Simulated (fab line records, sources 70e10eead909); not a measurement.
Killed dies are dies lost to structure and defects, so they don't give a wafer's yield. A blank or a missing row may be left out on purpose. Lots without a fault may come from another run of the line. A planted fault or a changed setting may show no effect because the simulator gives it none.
fab line records | flow nand_harc
record lots=13 wafers=39 last_day=24
route steps=1159 shown A_SLIT@781 A_WL_FILL@813
lots that met no fault: from a run of the same line without faults
start_h: hours from the record's first day to the start of the lot's first wafer shown | wait_h: hours since the lot's step before | " the same as in the row above | L1.1+2: a row that stands for several wafers | - no value, or no start given | * or withheld: withheld | < > ~ a bound
route shown NAME@n: a module of which the file shows steps, and the number in the route of the first | usual: mean/standard deviation of fault-free wafers | same: alike in all rows | chamber/n: place in a boat | sites: the reading at each site | _std_site: their standard deviation | _edge_site: outer sites' mean less inner sites' | radius_mm: how far each site lies from the wafer's centre | mask NAME#n: copy n | behind: the tool/chamber that last shaped the wafer | hold: why the lot was held/for how many hours/how that ended | device: the transistor (n, p or np) that didn't switch | end of line: the same wafers' tests at the end of the route | a step without rows: its recipe alone | killed: dies lost to structure and defects at the first sort, not the wafer's yield | map: a wafer's dies, x killed, . not, _ none there
set.NAME: the setting as run; set.NAME@STEP: as run at that earlier step | model.NAME: the simulator's own value behind a step, which no gauge read
steps of the route over a sample of lots; a table a step, a row a wafer
services: from which hour (start_h, from the record's first day; less than 0 if before it) a tool's chamber was out of use, for how many hours, and why
## steps
# step NHARC_A_SLIT_DEP_23
# recipe target_thk_a=1000 target_thk_nm=100 temp_c=400 pressure_torr=3.5 flow_sccm=200 rf_w=350 material=SiON
# usual heater_power_w=755/89 rf_fwd_power_W=348.5/1
# columns lot.wafer tool chamber start_h wait_h heater_power_w rf_fwd_power_W
L928.1 pecvd-03 1 323.55 1.7 716 349.2
L928.6 " 1 " " 733 348.0
L928.5 " 2 " " 739 349.9
L930.2 pecvd-04 2 323.57 1.4 725 348.3
L930.1 " 0 " " 698 350.8
L930.4 " 1 " " 765 348.1
L929.3 pecvd-03 2 323.69 1.2 787 347.9
L929.2 " 1 " " 758 348.9
L929.4 " 2 " " 806 348.1
L936.3 pecvd-04 2 346.69 1.1 866 348.4
L936.6 " 0 " " 743 349.0
L936.4 " 2 " " 877 347.7
L937.2 pecvd-02 2 375.21 1.4 807 345.9
L937.5 " 1 " " 621 346.6
L937.6 " 0 " " 603 348.4
L941.3 pecvd-04 2 392.72 1.0 741 350.2
L941.2 " 0 " " 669 347.7
L941.4 " 1 " " 832 349.9
L940.3 pecvd-04 2 399.16 1.0 779 347.6
L940.5 " 1 " " 850 349.7
L940.4 " 0 " " 774 349.6
L943.2 pecvd-03 0 406.53 1.4 808 347.4
L943.3 " 2 " " 816 349.0
L943.6 " 0 " " 810 346.8
L944.1 pecvd-02 1 415.50 1.7 579 347.3
L944.3 " 1 " " 593 347.5
L944.5 " 0 " " 674 347.8
L947.1 pecvd-04 0 422.71 1.7 701 347.0
L947.6 " 1 " " 758 348.3
L947.5 " 2 " " 795 347.6
L948.1 pecvd-02 1 423.51 1.7 662 347.1
L948.4 " 1 " " 653 346.8
L948.6 " 0 " " 585 347.9
L950.3 pecvd-02 1 461.59 1.1 585 348.9
L950.4 " 2 " " 851 349.6
L950.6 " 1 " " 571 347.5
L951.2 pecvd-04 0 462.81 1.3 758 347.0
L951.3 " 1 " " 828 349.4
L951.5 " 0 " " 764 347.0
# step NHARC_A_SLIT_STRIP_18
# recipe o2_flow_sccm=500 ar_flow_sccm=0 bias_w=0 chemistry=O2
# usual drypump_motor_current_A=5.7/0.39 oes_product_au=0.999/0.012 rf_vpp_V=58.0/0.96 showerhead_plenum_p_Torr=3.58/0.13 throttle_valve_pct=17.037/0.0086
# same bias_w=0
# columns lot.wafer tool chamber start_h wait_h drypump_motor_current_A oes_product_au rf_hours_counter_h rf_vpp_V showerhead_plenum_p_Torr throttle_valve_pct
L930.4 rie_diel-03 1 - - 5.6 1.010 8 57.5 3.76 17.037
L930.1 " 3 " " 5.8 0.968 9 59.2 3.63 17.031
L930.2 " 0 " " 5.5 0.972 8 55.5 3.66 17.047
L928.1 rie_diel-01 1 - - 6.3 1.006 1 57.7 3.55 17.038
L928.5 " 2 " " 5.2 1.001 - 57.4 3.78 17.039
L928.6 " 3 " " 5.9 1.006 - 58.7 3.67 17.035
L929.3 rie_diel-01 3 - - 5.9 1.006 1 59.8 3.67 17.038
L929.2 " 2 " " 5.2 1.011 1 58.7 3.78 17.035
L929.4 " 3 " " 5.9 1.013 - 58.1 3.67 17.044
L936.3 rie_diel-03 3 - - 5.8 0.970 10 57.3 3.63 17.024
L936.4 " 0 " " 5.5 0.970 11 59.9 3.66 17.034
L936.6 " 3 " " 5.8 0.978 - 58.8 3.63 17.038
L937.2 rie_diel-02 2 - - 5.7 1.001 3 57.8 3.40 17.054
L937.6 " 2 " " 5.6 1.010 - 56.4 3.40 17.047
L937.5 " 1 " " 6.1 0.997 - 57.9 3.47 17.029
L941.2 rie_diel-01 0 - - 6.0 0.998 4 58.0 3.33 17.030
L941.3 " 2 " " 5.2 1.008 7 56.4 3.77 17.033
L941.4 " 3 " " 5.9 1.003 6 57.4 3.67 17.037
L940.3 rie_diel-02 0 - - 5.7 1.015 2 59.3 3.70 17.027
L940.4 " 1 " " 6.1 1.003 6 56.4 3.46 17.034
L940.5 " 1 " " 6.1 0.998 - 58.4 3.46 17.030
L943.2 rie_diel-01 3 - - 5.8 1.007 7 59.0 3.67 17.034
L943.3 " 0 " " 6.0 0.987 5 55.7 3.33 17.042
L943.6 " 3 " " 5.8 1.012 - 58.1 3.66 17.042
L944.3 rie_diel-01 3 - - 5.9 1.022 7 57.9 3.66 17.034
L944.1 " 0 " " 6.0 0.991 6 58.0 3.33 17.042
L944.5 " 1 " " 6.3 1.006 - 57.1 3.54 17.045
L947.1 rie_diel-02 3 - - 4.8 0.996 6 57.0 3.47 17.040
L947.5 " 0 " " 5.7 1.010 - 58.8 3.69 17.026
L947.6 " 1 " " 6.1 0.996 - 59.0 3.46 17.039
L948.1 rie_diel-03 0 - - 5.5 0.989 2 58.5 3.66 17.034
L948.4 " 2 " " 5.9 0.995 1 59.2 3.59 17.038
L948.6 " 1 " " 5.6 1.007 - 58.2 3.75 17.057
L950.4 rie_diel-03 1 - - 5.6 1.007 4 58.2 3.75 17.045
L950.3 " 3 " " 5.8 0.991 4 58.3 3.63 17.037
L950.6 " 1 " " 5.6 1.005 - 56.4 3.75 17.036
L951.2 rie_diel-03 1 - - 5.6 1.014 4 59.2 3.75 17.038
L951.3 " 3 " " 5.8 0.998 4 58.4 3.63 17.033
L951.5 " 2 " " 5.9 0.988 - 61.0 3.58 17.025
# step NHARC_A_WL_FILL_CVD_03
# recipe target_thk_a=400 temp_c=300 pressure_torr=40 wf6_flow_sccm=40 h2_flow_sccm=1600 ar_flow_sccm=1560 time_s=3302 material=W
# usual heater_power_w=454/26 mfc_wf6_sccm=40.01/0.12 throttle_valve_pct=8.13/0.24
# columns lot.wafer tool chamber start_h wait_h heater_power_w mfc_wf6_sccm throttle_valve_pct
L930.2 cvd_w-01 1 336.89 0.4 476 39.90 8.07
L930.1 " 0 " " 414 39.93 8.11
L930.4 " 1 " " 482 39.96 7.99
L928.1 cvd_w-02 0 337.32 0.7 464 40.12 8.36
L928.6 " 0 339.22 2.6 482 39.96 8.35
L928.5 " 1 " " 446 40.03 7.67
L929.2 cvd_w-01 0 339.71 3.0 413 39.81 8.26
L929.3 " 0 " " 421 39.68 8.43
L929.4 " 1 " " 499 39.92 8.23
L936.4 cvd_w-02 1 365.84 6.2 449 40.10 7.81
L936.3 " 0 " " 481 40.02 8.25
L936.6 " 0 " " 476 40.09 8.18
L937.2 cvd_w-01 0 394.51 5.8 421 39.97 8.14
L937.6 " 0 396.40 7.7 415 40.02 7.92
L937.5 " 1 " " 490 40.07 8.44
L941.2 cvd_w-02 0 405.82 0.1 466 39.97 8.02
L941.4 " 0 " " 488 39.89 7.92
L941.3 " 1 " " 443 40.15 7.68
L940.4 cvd_w-02 0 414.71 1.0 476 40.12 7.95
L940.3 " 1 " " 441 39.94 7.82
L940.5 " 0 " " 480 40.07 8.30
L943.2 cvd_w-01 0 423.26 0.5 414 39.81 8.35
L943.3 " 0 " " 406 39.83 8.19
L943.6 " 1 " " 484 40.16 8.39
L944.1 cvd_w-02 1 433.14 3.8 438 40.03 7.84
L944.3 " 1 " " 446 40.12 7.86
L944.5 " 0 435.53 6.2 464 40.23 7.96
L948.1 cvd_w-01 0 437.76 2.1 428 40.15 8.29
L948.4 " 1 " " 480 39.91 8.41
L948.6 " 0 439.65 4.0 416 39.95 8.05
L947.1 cvd_w-01 0 440.60 4.9 415 40.01 8.36
L947.6 " 1 442.03 6.4 477 39.83 8.25
L947.5 " 0 " " 418 40.08 8.28
L950.4 cvd_w-02 1 478.83 1.0 442 40.08 8.01
L950.3 " 0 " " 477 40.18 7.89
L950.6 " 0 " " 470 40.25 8.17
L951.2 cvd_w-02 0 481.17 3.2 460 39.88 8.34
L951.3 " 0 " " 472 40.00 7.99
L951.5 " 0 " " 470 39.97 8.00
# step NHARC_A_WL_FILL_ETCHBACK_04
# recipe target_depth_a=600 time_s=120 chemistry=NF3
# usual drypump_motor_current_A=5.60/0.17 oes_product_au=1.001/0.011 run_length_s=141.6/0.5
# columns lot.wafer tool chamber start_h wait_h drypump_motor_current_A oes_product_au rf_hours_counter_h run_length_s
L930.1 rie_metal-03 1 340.19 2.4 5.65 1.008 1.6 141.9
L930.2 " 0 " " 5.48 1.009 1.6 141.7
L930.4 " 1 " " 5.61 0.998 - 141.9
L928.1 rie_metal-03 0 340.66 2.9 5.47 1.007 1.9 142.6
L928.5 " 0 " " 5.49 1.000 - 141.9
L928.6 " 1 " " 5.61 0.984 - 142.0
L929.2 rie_metal-02 1 343.05 2.9 5.33 1.006 4.1 141.5
L929.4 " 0 " " 5.61 1.002 - 142.0
L929.3 " 1 " " 5.32 0.991 - 141.2
L936.4 rie_metal-03 1 368.29 2.0 5.65 0.981 - 141.9
L936.3 " 0 " " 5.53 1.011 - 141.8
L936.6 " 0 " " 5.49 1.019 - 142.0
L937.2 rie_metal-02 0 397.82 2.8 5.62 1.007 0.0 132.3
L937.5 " 0 " " 5.61 1.011 - 132.3
L937.6 " 1 " " 5.30 1.009 - 141.8
L941.2 rie_metal-02 1 409.18 2.9 5.30 1.014 0.3 141.5
L941.3 " 0 " " 5.63 0.990 - 132.3
L941.4 " 1 " " 5.30 0.997 - 141.3
L940.3 rie_metal-02 1 417.18 1.5 5.29 1.010 - 141.6
L940.4 " 0 " " 5.65 1.005 - 132.2
L940.5 " 0 " " 5.62 0.999 - 132.1
L943.2 rie_metal-01 0 426.14 2.4 5.82 0.986 2.3 140.9
L943.3 " 1 " " 5.77 1.007 - 141.0
L943.6 " 0 " " 5.82 0.990 - 141.3
L944.1 rie_metal-03 1 436.52 2.9 5.58 0.989 4.2 142.0
L944.3 " 0 " " 5.49 1.012 - 142.1
L944.5 " 0 " " 5.48 1.018 - 141.9
L948.1 rie_metal-03 0 440.67 2.4 5.45 1.010 4.4 141.8
L948.4 " 0 " " 5.47 1.014 - 141.8
L948.6 " 0 " " 5.47 1.019 - 142.0
L947.1 rie_metal-03 0 443.50 2.4 5.47 1.011 4.7 142.2
L947.6 " 1 " " 5.58 0.990 - 142.3
L947.5 " 0 " " 5.46 1.011 - 141.8
L950.3 rie_metal-03 0 481.28 1.5 5.45 1.010 - 142.3
L950.4 " 1 " " 5.64 0.992 - 141.8
L950.6 " 1 " " 5.64 0.995 - 142.2
L951.2 rie_metal-01 0 484.00 2.4 5.85 0.997 4.1 141.1
L951.3 " 1 " " 5.80 1.022 - 140.9
L951.5 " 1 " " 5.79 1.029 - 141.3
## services
# columns tool chamber start_h hours kind
rie_diel-01 0 303.49 28.0 repair
rie_diel-03 2 312.41 6.7 repair
rie_diel-01 - 314.87 9.0 pm
rie_diel-02 2 324.44 2.0 repair
rie_diel-02 - 327.97 9.0 pm
pecvd-04 - 328.09 0.9 repair
rie_diel-03 3 331.94 9.1 repair
pecvd-02 - 334.00 13.0 pm
pecvd-04 - 335.24 0.7 repair
cvd_w-02 1 345.76 4.9 repair
rie_diel-02 1 365.41 3.8 repair
pecvd-04 - 376.32 13.0 pm
cvd_w-02 - 379.53 13.0 pm
rie_diel-03 3 385.29 3.2 repair
rie_metal-02 - 388.00 9.0 pm
rie_diel-03 3 391.38 6.3 repair
rie_diel-03 - 392.30 9.0 pm
pecvd-02 2 403.67 6.9 repair
rie_diel-03 - 409.96 2.4 repair
pecvd-02 2 411.58 6.3 repair
rie_metal-03 - 453.00 9.0 pm
rie_metal-02 0 459.71 7.2 repair
rie_diel-03 - 467.09 0.6 repair
cvd_w-01 - 476.13 13.0 pm
## key
first_sign step=NHARC_A_WL_FILL_ETCHBACK_04 reading=run_length_s direction=down sigmas=19 usual=* struck=*
effect none on later readings
met_at NHARC_A_WL_FILL_ETCHBACK_04
struck_lots L937,L940,L941
struck_wafers L937.2,L937.5,L940.4,L940.5,L941.3
tester_left_out L937,L940,L941
not_acting_at NHARC_A_SLIT_DEP_23,NHARC_A_SLIT_STRIP_18,NHARC_A_WL_FILL_CVD_03
onset_between 343.05 397.82
fault kind=process_parameter_drift tool=rie_metal-02 chamber=0 onset_h=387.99 steps=NHARC_A_WL_FILL_ETCHBACK_04 channel=time_s offset=* shape=step end_h=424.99 acts_in=* stated=*
# tester_left_out: of these lots the tester's yield and bins aren't shown, on N5 and GAA mostly nor the transistor test; their killed dies are dies lost to structure and defects alone, not to doping, threshold or leakage, so they don't give the yield
